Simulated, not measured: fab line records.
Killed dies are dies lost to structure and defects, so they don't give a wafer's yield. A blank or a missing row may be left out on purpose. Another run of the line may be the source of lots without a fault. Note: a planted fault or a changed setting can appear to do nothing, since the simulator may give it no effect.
Struck lot and sound lot, side by side | flow nand_harc | 40 out of 1302 route steps
Sound: wafers L752.1, L752.4, L752.6. Struck: wafer L768.3. (L768.1, L768.2 of the same lot were not struck and are left out.) The cause comes at the end.
Per side, at each step with rows, come the tool, then ch with its chambers, and then its first start. Under that, the readings that differ: sound wafers | struck wafers | difference of the means | sigmas: that difference in standard deviations of wafers without a fault.
alike: a reading whose means differ by less than 2 such deviations, as well as words and numbers matching on both sides. not compared: withheld readings; readings where some wafer has no value; bounds like >300 that might hide an equal value; numbers whose values overlap and for which the record gives no deviation.
The two part at a step that has a row with sigmas, a row that says differs or no value, or rows on one side only. When numbers do not overlap yet have no deviation, they are printed without sigmas and do not part them. A reading that every wafer of one side lacks parts them only if that side has two wafers or more.

NHARC_A_CONTACT_ETCH_134: etches the open film in C4F8/O2/Ar, time 140 s, target depth 700 nm.
  sound on har_cap_etch-02 ch 0,1, day 22 07:05; struck on har_cap_etch-02 ch 0, day 29 00:05
  not compared: rf_hours_counter_h
then, 3 steps without rows for these wafers: NHARC_A_CONTACT_ETCH_135 (etches the open film in C4F8/O2/Ar, time 311 s, target depth 1912 nm); NHARC_A_CONTACT_ETCH_136 (etches the open film in C4F8/O2/Ar, time 311 s, target depth 1912 nm); NHARC_A_CONTACT_ETCH_137 (etches the open film in C4F8/O2/Ar, time 311 s, target depth 1912 nm).
NHARC_A_CONTACT_ETCH_138: etches the open film in C4F8/O2/Ar, time 311 s, target depth 1914 nm.
  sound on har_cap_etch-02 ch 0,1, day 22 08:06; struck on har_cap_etch-02 ch 0, day 29 01:05
  not compared: rf_hours_counter_h
then, 1 step without rows for these wafers: NHARC_A_CONTACT_ETCH_139 (etches the open film in C4F8/O2/Ar, time 195 s, target depth 840 nm).
NHARC_A_CONTACT_ETCH_92: etches the open film in CH3F/O2, target depth 40 nm, time 85.7 s.
  sound on rie_diel-13 ch 0,2, day 22 08:56; struck on rie_diel-10 ch 1, day 29 01:55
  alike: drypump_motor_current_A, oes_product_au, rf_vpp_V, showerhead_plenum_p_Torr, throttle_valve_pct
  not compared: rf_hours_counter_h
then, 1 step without rows for these wafers: NHARC_A_CONTACT_ETCH_98 (etches the open film in C4F6/O2, target depth 20 nm, time 10 s).
NHARC_A_CONTACT_CD_MEAS_15:
  sound: cd_sem-02 at day 22 09:09; struck: cd_sem-02 at day 29 02:08
  alike: cd_nm
then, 3 steps without rows for these wafers: NHARC_A_CONTACT_STRIP_107 (strips in N2/H2); NHARC_A_CONTACT_STRIP_108 (strips in CF4/CHF3); NHARC_A_CONTACT_STRIP_109 (strips in O2/COS).
NHARC_A_CONTACT_ETCH_110: etches the open film in CF4/O2, target depth 60 nm, overetch 6 nm, time 33 s.
  sound on rie_diel-11 ch 1,2, day 22 09:26; struck on rie_diel-10 ch 3, day 29 02:34
  alike: drypump_motor_current_A, oes_f_703_au, oes_product_au, rf_vpp_V, showerhead_plenum_p_Torr, throttle_valve_pct
  not compared: rf_hours_counter_h
then, 2 steps without rows for these wafers: NHARC_A_CONTACT_STRIP_26 (strips in O2); NHARC_A_CONTACT_STRIP_27 (strips in post etch residue remover, time 600 s).
NHARC_A_CONTACT_ALD_18: deposits TiN, target thk 3 nm, pulse time 1 s, ald cycles 150.
  sound on ald_metal-02 ch 0,2,3, day 22 10:08; struck on ald_metal-01 ch 3, day 29 03:14
  alike: heater_power_w, precursor_pulse_height_rel
then, 13 steps without rows for these wafers: NHARC_A_CONTACT_CVD_19 (deposits W, target thk 300 nm, time 802 s); NHARC_A_CONTACT_CMP_20 (polishes, t overpolish 30 s, target thk 300 nm); NHARC_A_CONTACT_SRD_22; NHARC_A_BLC_DEHYDRATE_00 (time 120 s); NHARC_A_BLC_HMDS_01 (time 30 s); NHARC_A_BLC_COAT_02 (time 75 s); NHARC_A_BLC_COAT_03 (time 65 s); NHARC_A_BLC_COAT_04 (resist thk 90 nm); NHARC_A_BLC_SOFTBAKE_05 (time 55 s); NHARC_A_BLC_EBR_06; NHARC_A_BLC_EXPOSE_07 (exposes mask A BLC, target cd 100 nm); NHARC_A_BLC_PEB_08 (peb time 65 s); NHARC_A_BLC_DEVELOP_09 (develop time 35 s).
NHARC_A_BLC_CD_MEAS_10 targets a cd of 100 nm.
  sound on cd_sem-03 ch 0, day 22 12:06; struck on cd_sem-02 ch 0, day 29 05:13
  alike: cd_nm
NHARC_A_BLC_OVL_MEAS_11:
  sound: overlay-02 at day 22 12:11; struck: overlay-01 at day 29 05:18
  reading           | sound          | struck | difference | sigmas
  overlay_x_nm (nm) | -1.2 -0.8 -0.9 | 0.9    | +1.9       | +2
  alike: overlay_y_nm
NHARC_A_BLC_DESCUM_15: chemistry O2, time 3 s.
  sound on rie_diel-12 ch 0,1, day 22 12:21; struck on rie_diel-12 ch 2, day 29 05:23
  alike: drypump_motor_current_A, oes_product_au, rf_vpp_V, showerhead_plenum_p_Torr, throttle_valve_pct
  not compared: rf_hours_counter_h
then, 3 steps without rows for these wafers: NHARC_A_BLC_ETCH_16 (etches the open film in CF4, target depth 39 nm, time 65 s); NHARC_A_BLC_ETCH_17 (etches the open film in N2/H2, target depth 390 nm, time 609.38 s); NHARC_A_BLC_ETCH_18 (etches the open film in C4F8/O2/Ar, target depth 910 nm).
NHARC_A_BLC_CD_MEAS_19:
  sound: cd_sem-01 at day 22 13:19; struck: cd_sem-02 at day 29 06:22
  alike: cd_nm
then, 3 steps without rows for these wafers: NHARC_A_BLC_STRIP_29 (strips in CF4); NHARC_A_BLC_STRIP_21 (strips in O2); NHARC_A_BLC_STRIP_22 (strips in post etch residue remover, time 600 s).
NHARC_END_SORT_01:
  here the record holds rows for the struck wafers (prober-02 ch 0, day 31 05:44) but none for the sound ones

## WHERE THEY PART
At NHARC_A_BLC_OVL_MEAS_11 first; at NHARC_END_SORT_01 last (within this record only).

WHY: whatever the simulator had introduced
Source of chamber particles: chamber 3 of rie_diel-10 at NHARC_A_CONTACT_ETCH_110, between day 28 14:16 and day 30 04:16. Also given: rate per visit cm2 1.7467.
